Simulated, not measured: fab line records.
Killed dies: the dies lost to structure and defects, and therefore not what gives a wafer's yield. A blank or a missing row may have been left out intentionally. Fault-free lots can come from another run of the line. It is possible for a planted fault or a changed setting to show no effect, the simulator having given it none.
Split-lot experiment | flow n5-finfet | 21 wafers read across 7 lots, on a route 1938 steps long

== ABOUT THE SPLIT ==
At N5_SD_EPI_N_EXPOSE_06 (exposes mask SD N BLK, target cd 120 nm), the setting dose-mj was moved away from the recipe's 39.75 on 7 of the 21 wafers read, by +2.1% to +7.1%. For the rest of the wafers, this setting stayed at what the recipe calls for.

== FROM THE SPLIT TO THE READING: what the file shows between them, 2 steps ==
- N5_SD_EPI_N_PEB_07: peb time 60 s
- N5_SD_EPI_N_DEVELOP_08: develop time 30 s

== THE READING ==
Shown in nm: cd-nm at N5_SD_EPI_N_CD_MEAS_09, with target cd 120 nm. On this fab line, fault-free wafers typically give 119.3 nm with a standard deviation of 1.1 nm.

wafer  | tool, chamber at the split | dose-mj as run | against the recipe | cd-nm, nm | against lot-mates on the recipe
L075.2 | arfi-scanner-01, 0         | 40.58          | +2.1%              | 120.1     | +0.5
L075.3 | arfi-scanner-01, 0         | 40.58          | +2.1%              | 120.7     | +1.1
L075.6 | arfi-scanner-01, 0         | 39.75          | recipe             | 119.6     | -
L078.2 | arfi-scanner-01, 0         | 39.75          | recipe             | 117.5     | -
L078.3 | arfi-scanner-01, 0         | 39.75          | recipe             | 116.5     | -
L078.6 | arfi-scanner-01, 0         | 39.75          | recipe             | 117.2     | -
L079.2 | arfi-scanner-01, 0         | 39.75          | recipe             | 119.3     | -
L079.5 | arfi-scanner-01, 0         | 39.75          | recipe             | 118.1     | -
L079.6 | arfi-scanner-01, 0         | 39.75          | recipe             | 118.9     | -
L082.1 | arfi-scanner-02, 0         | 39.75          | recipe             | 119.2     | -
L082.5 | arfi-scanner-02, 0         | 41.5           | +4.4%              | 122.6     | +3.2
L082.6 | arfi-scanner-02, 0         | 39.75          | recipe             | 119.5     | -
L083.1 | arfi-scanner-01, 0         | 39.75          | recipe             | 117.9     | -
L083.4 | arfi-scanner-01, 0         | 39.75          | recipe             | 116.7     | -
L083.6 | arfi-scanner-01, 0         | 39.75          | recipe             | 118.9     | -
L087.1 | arfi-scanner-02, 0         | 39.75          | recipe             | 120.2     | -
L087.4 | arfi-scanner-02, 0         | 40.97          | +3.1%              | 122.4     | +2.2
L087.5 | arfi-scanner-02, 0         | 40.97          | +3.1%              | 122.6     | +2.4
L088.2 | arfi-scanner-02, 0         | 42.57          | +7.1%              | 122.8     | +4.6
L088.5 | arfi-scanner-02, 0         | 39.75          | recipe             | 118.2     | -
L088.6 | arfi-scanner-02, 0         | 42.57          | +7.1%              | 122.6     | +4.4

THE FIT
A straight line over all 21 wafers: cd-nm changes by +0.728 nm for each +1% of dose-mj; r = +0.83; the points scatter about the line by 1.2 nm.
The same after taking each lot's own level away (the mean of its wafers on the recipe; 21 wafers): +0.651 nm for each +1%; r = +0.95; scatter 0.51 nm.
That fit puts the effect of the largest move of dose-mj on the reading at 4.6 nm.
The span of the lots' own levels, 117.07 to 120.20 nm, comes to 2.8 times the standard deviation stated above.
Thus the slope moves with the lot-to-lot level: the two fits are different.
Check: with one of the wafers moved furthest among these (+7.1%) left out of the fit, the line predicts +4.6 nm for it against its lot-mates. Against them it came out at +4.6 nm.

== THE OTHER SPLITS THESE WAFERS WENT THROUGH ==
These wafers also went through other splits before the reading. Each is held against what the fit with the lots' levels taken away leaves over:
other split on the same wafers                    | wafers away from the commonest value | r with cd-nm (lot level and that fit taken away)
N5_PMOS_HMC_CHANNEL_EPI_PEB_07 peb-temp-c         | 5                                    | +0.15
N5_PMOS_HMC_CHANNEL_EPI_DEVELOP_08 develop-time-s | 6                                    | -0.02
N5_FIN_SAQP_EXPOSE_13 dose-mj                     | 9                                    | -0.10

== THE WHOLE CHAIN: every reading that the file lists as answering this split, in the file's order ==
step                   | what it does                                           | reading                                                         | change (the file's fit)               | r (the file's)
N5_SD_EPI_N_CD_MEAS_09 | target cd 120 nm                                       | cd-nm                                                           | +0.661 nm for each +1% of the setting | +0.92
N5_SD_EPI_N_DESCUM_14  | chemistry O2, time 7.9 s                               | SD_EPI_N.cd-nm (the simulator's own value, which no gauge read) | +0.692 nm for each +1% of the setting | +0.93
N5_SD_EPI_N_ETCH_34    | etches SiARC in CF4, target depth 45.5 nm, time 75.8 s | SD_EPI_N.cd-nm (the simulator's own value, which no gauge read) | +0.721 nm for each +1% of the setting | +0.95

== THE FILE'S OWN FIT ==
cd-nm changes by +0.661 nm for each +1% of dose-mj, r = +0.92.
